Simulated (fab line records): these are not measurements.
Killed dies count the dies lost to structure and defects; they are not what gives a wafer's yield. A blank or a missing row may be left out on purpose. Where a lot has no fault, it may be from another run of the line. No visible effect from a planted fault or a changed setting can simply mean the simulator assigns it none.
A single fault, viewed from 3 desks    flow n5Finfet    each desk holds nothing but its own numbers, with what lay behind them at the end

## THE DEFECT DESK
Inspection counts along the route, by lot: the mean over sampled wafers that carry a number. The brackets show how far a lot's mean lies from the usual mean; more than 4 standard deviations puts the lot out of limits, marked OUT.
Columns: A = rawDefectCount at N5_FIN_SAQP_INSPECT_18, usual 395
lot   first seen here  A
L240  day 3 15:57      444
L242  day 4 05:18      332
L244  day 4 16:23      539
L246  day 5 06:11      429
L247  day 5 10:48      297
L248  day 5 17:53      356
L249  day 5 22:14      551
L255  day 7 12:30      352
L256  day 7 18:14      430
Finding of this desk: none of the 9 lots has anything out of limits.

## METROLOGY DESK
Means of the sampled wafers that have a number, per lot and without regard to the tool the lot ran on: this is what the gauges read. The brackets show how far a lot's mean lies from the usual mean; more than 4 standard deviations puts the lot out of limits, marked OUT. Shown here are 7 of its 10 readings, the ones lying furthest out on some lot.
Columns: A = DIBL_N at N5_BEOL_M4_RC_MEAS_101, usual 35.9 mV/V; B = IOFF_P at N5_BEOL_M4_RC_MEAS_101, usual 0.22 nA/um; C = ION_N at N5_BEOL_M4_RC_MEAS_101, usual 676 uA/um; D = SS_N at N5_BEOL_M4_RC_MEAS_101, usual 71.4 mV/dec; E = SS_P at N5_BEOL_M4_RC_MEAS_101, usual 73.2 mV/dec; F = VT_N at N5_BEOL_M4_RC_MEAS_101, usual 250 mV; G = VT_P at N5_BEOL_M4_RC_MEAS_101, usual -250 mV
lot   first seen here  A     B     C    D     E     F    G
L240  day 9 22:11      35.6  0.22  676  71.4  73.0  250  -248
L242  day 10 02:59     36.4  0.25  680  71.0  73.1  248  -244
L244  day 11 02:14     36.8  0.21  673  72.1  73.4  250  -250
L246  day 11 12:02     33.5  0.18  670  70.8  72.8  251  -253
L247  day 11 17:22     35.7  0.24  689  70.9  73.8  246  -248
L248  day 11 20:20     35.2  0.17  676  71.0  72.5  252  -255
L249  day 12 02:34     36.2  0.21  677  72.1  72.9  248  -250
L255  day 13 20:48     36.7  0.23  684  71.3  73.4  248  -248
L256  day 14 09:07     35.6  0.15  676  70.8  73.0  251  -258
Finding of this desk: none of the 9 lots has anything out of limits.

## DESK OF THE TOOL OWNER: lithoTrack-04
The tool's own readings at N5_FIN_SAQP_COAT_10 (resist thk 90 nm): means of the sampled wafers that have a number, for each lot that ran on this tool. The brackets show how far a lot's mean lies from the usual mean; more than 4 standard deviations puts the lot out of limits, marked OUT.
Columns: A = spinSpeedRpm at N5_FIN_SAQP_COAT_10, usual 1500.3 rpm
lot   first seen here  A
L240  day 3 15:31      1500.6
L242  day 4 04:52      1500.3
L246  day 5 05:53      2269.3 (+99 or more) OUT
L248  day 5 17:28      2270.4 (+99 or more) OUT
L249  day 5 21:55      2270.2 (+99 or more) OUT
This desk's finding: out of limits on L246, L248, L249; first on L246, day 5 05:53 (spinSpeedRpm at N5_FIN_SAQP_COAT_10). In limits: L240, L242.

## PUT TOGETHER
The tool owner's desk had the chance to raise an alarm at day 5 05:53 on L246, L248, L249.
Nothing the defect desk looked at was out of limits.
Metrology desk: nothing out of limits seen.
The defect desk has L246, L248, L249 on record, within its limits.
The metrology desk holds a record of L246, L248, L249, inside its limits.
All the named lots went through N5_FIN_SAQP_COAT_10 on lithoTrack-04.

## WHAT WAS PUT IN BY THE SIMULATOR
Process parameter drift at N5_FIN_SAQP_COAT_10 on lithoTrack-04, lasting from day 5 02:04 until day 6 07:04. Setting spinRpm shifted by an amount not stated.
Struck lots among those shown: L246, L248, L249.
How many hours passed from the start of the fault until each desk's first out-of-limits reading: the tool owner's desk, 4.
